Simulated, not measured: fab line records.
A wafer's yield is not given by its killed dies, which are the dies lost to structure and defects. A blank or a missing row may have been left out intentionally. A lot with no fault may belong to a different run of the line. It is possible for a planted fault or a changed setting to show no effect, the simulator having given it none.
Which tool was responsible?	flow nandHarc	33 wafers from 11 lots sampled at 6 of the route's 1302 steps

## WHAT THE GAUGES SHOWED, per wafer
NHARC_A_ONON_D2_THK_MEAS_21: measures by ellipsometry.
lot	measured	on	thkNm (nm)
L075	day 13 05:44	filmMetro-01	1001 1002 1001
L078	day 14 13:06	filmMetro-02	989 987 988
L080	day 15 04:40	filmMetro-01	999 998 999
L082	day 16 05:28	filmMetro-02	986 988 987
L084	day 17 14:01	filmMetro-02	1003 1002 1005
L085	day 17 14:01	filmMetro-02	1001 1000 1000
L088	day 18 22:00	filmMetro-02	1000 1000 999
L090	day 19 14:31	filmMetro-01	1013 1010 1011
L092	day 20 18:58	filmMetro-02	999 998 998
L093	day 21 05:08	filmMetro-01	992 992 992
L097	day 22 12:19	filmMetro-01	981 981 981

## EACH LOT AND THE TOOL THAT RAN IT (in order: tool; ch and the chambers of the sampled wafers; start)
lot	NHARC_A_CHANNEL_HOLE_D1_ETCH_22	NHARC_A_CHANNEL_HOLE_D1_ETCH_24	NHARC_A_CHANNEL_HOLE_D1_ETCH_44	NHARC_A_CHANNEL_FILL_D1_ALD_14	NHARC_A_CHANNEL_FILL_D1_CMP_10
L075	harEtch-02 ch 0,1, day 9 00:46	harEtch-02 ch 0,1, day 9 02:02	rieDiel-10 ch 1,3, day 9 05:04	aldHk-01 ch 0,2, day 9 13:16	cmp-02 ch 0,2,3, day 11 06:51
L078	harEtch-01 ch 0,1, day 10 02:05	harEtch-01 ch 0,1, day 10 03:25	rieDiel-01 ch 1,2, day 10 05:46	aldHk-01 ch 0,3, day 10 14:43	cmp-02 ch 0,3, day 12 10:28
L080	harEtch-02 ch 0,1, day 10 21:22	harEtch-02 ch 0,1, day 10 22:41	rieDiel-10 ch 1,2,3, day 11 01:02	aldHk-01 ch 0,2,3, day 11 06:46	cmp-02 ch 0,1,3, day 12 23:13
L082	harEtch-01 ch 0,1, day 11 22:10	harEtch-01 ch 0,1, day 11 23:26	rieDiel-10 ch 0,2,3, day 12 02:01	aldHk-01 ch 0,1,2, day 12 10:11	cmp-03 ch 0,2,3, day 14 00:30
L084	harEtch-01 ch 0,1, day 12 21:17	harEtch-01 ch 0,1, day 12 22:34	rieDiel-01 ch 0,2, day 13 01:16	aldHk-02 ch 0,1,3, day 13 10:28	cmp-02 ch 0,1, day 15 12:11
L085	harEtch-02 ch 0,1, day 13 08:12	harEtch-02 ch 0,1, day 13 09:29	rieDiel-10 ch 0,3, day 13 11:58	aldHk-01 ch 0,2, day 14 01:06	cmp-03 ch 0,1,3, day 15 16:02
L088	harEtch-01 ch 0,1, day 14 14:49	harEtch-01 ch 0,1, day 14 16:11	rieDiel-10 ch 0,3, day 14 18:24	aldHk-02 ch 0,1,2, day 15 03:05	cmp-02 ch 0,3, day 16 22:20
L090	harEtch-01 ch 0,1, day 15 12:37	harEtch-01 ch 0,1, day 15 13:57	rieDiel-10 ch 0,1,2, day 15 16:17	aldHk-02 ch 1,3, day 16 00:27	cmp-01 ch 1,2, day 17 16:58
L092	harEtch-01 ch 0,1, day 16 09:26	harEtch-01 ch 0,1, day 16 10:42	rieDiel-10 ch 0,2,3, day 16 13:19	aldHk-02 ch 1,2,3, day 16 21:38	cmp-01 ch 0,1,3, day 18 17:32
L093	harEtch-01 ch 0,1, day 16 21:56	harEtch-01 ch 0,1, day 16 23:11	rieDiel-10 ch 1,2,3, day 17 01:45	aldHk-01 ch 0,1,3, day 17 10:04	cmp-03 ch 0,1,3, day 19 01:08
L097	harEtch-01 ch 0,1, day 18 02:43	harEtch-01 ch 0,1, day 18 03:59	rieDiel-04 ch 0,2,3, day 18 06:35	aldHk-01 ch 0,1,2, day 18 16:05	cmp-01 ch 1,2, day 20 09:31
- NHARC_A_CHANNEL_HOLE_D1_ETCH_22: etches the open film in C4F8/O2/Ar, time 666.7 s, target depth 1600 nm.
- NHARC_A_CHANNEL_HOLE_D1_ETCH_24: etches the open film in C4F8/O2/Ar, time 906.2 s, target depth 1500 nm.
- NHARC_A_CHANNEL_HOLE_D1_ETCH_44: etches the open film in CF4/O2, target depth 140 nm, overetch 14 nm, time 77 s.
- NHARC_A_CHANNEL_FILL_D1_ALD_14: deposits SiO2, target thk 2.5 nm, pulse time 10 s, ald cycles 25.
- NHARC_A_CHANNEL_FILL_D1_CMP_10: polishes, target thk 150 nm.

## THE ANSWER, worked out from the rows above alone
Rule: what is usual is taken from the lots themselves. Put in order of their means at a reading, lots are off if they are a third of the lots or fewer, leave a main group of 4 or more, and stand apart from it by a gap of 3 or more times the standard deviation of the main group's means; of several such gaps the widest counts. The tables above print the reading to a certain number of digits; a main group whose means all agree to those digits is not used. A lot without any number at a reading at which 4 lots or more have one is off too. All remaining lots with rows at the step are treated as sound.
Nothing can be told from this: no lot is off at any reading shown.

## WHAT HAD BEEN PUT IN BY THE SIMULATOR
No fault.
